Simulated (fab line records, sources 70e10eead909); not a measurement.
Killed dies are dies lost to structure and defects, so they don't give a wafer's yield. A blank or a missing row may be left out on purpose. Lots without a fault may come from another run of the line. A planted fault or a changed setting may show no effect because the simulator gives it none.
Chamber matching | flow nand_harc | NHARC_A_CHANNEL_HOLE_D2_ETCH_38 on rie_diel-04: 4 sister chambers
The step etches the open film in CF4, target depth 39 nm, time 65 s. 8 wafers are shown with their chamber, then 7 later ones without.

WAFERS WITH THEIR CHAMBER
wafer  | chamber | drypump_motor_current_A (A) | oes_product_au (a.u.)
L290.4 | 0       | 5.8                         | 1.010
L293.3 | 0       | 5.8                         | 1.009
L294.4 | 1       | 6.2                         | 0.989
L299.3 | 3       | 5.3                         | 0.991
L299.4 | 2       | 5.7                         | 0.998
L299.6 | 3       | 5.4                         | 1.000
L301.2 | 2       | 5.7                         | 1.010
L301.5 | 1       | 6.2                         | 0.987

WAFERS WITHOUT THEIR CHAMBER
wafer  | drypump_motor_current_A (A) | oes_product_au (a.u.)
L301.6 | 5.7                         | 1.006
L302.1 | 5.7                         | 1.003
L302.2 | 5.8                         | 0.996
L302.4 | 5.4                         | 0.996
L313.2 | 6.2                         | 0.976
L313.3 | 5.8                         | 0.999
L313.5 | 5.3                         | 1.002

WHICH CHAMBER EACH WENT THROUGH
wafer  | from the rows above     | in truth
L301.6 | 2                       | 2
L302.1 | 2                       | 2
L302.2 | can't be placed: 0 or 2 | 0
L302.4 | 3                       | 3
L313.2 | 1                       | 1
L313.3 | can't be placed: 0 or 2 | 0
L313.5 | 3                       | 3
Placed correctly: 5 of 7. Can't be placed from these rows: 2 (the true chamber is among the candidates in 2). Placed wrongly: 0.
How it was worked out, from the rows above alone: a wafer's distance from a chamber is the root of the sum, over the readings, of the square of ((its reading less the chamber's mean) divided by the reading's scatter). The wafer belongs to the nearest chamber; if the next one is less than 2 further off, it can't be placed. A chamber's mean is the mean of its shown wafers. The scatter: the root of (the sum of the squares of (reading less its chamber's mean) over the shown wafers, divided by (wafers less chambers)).
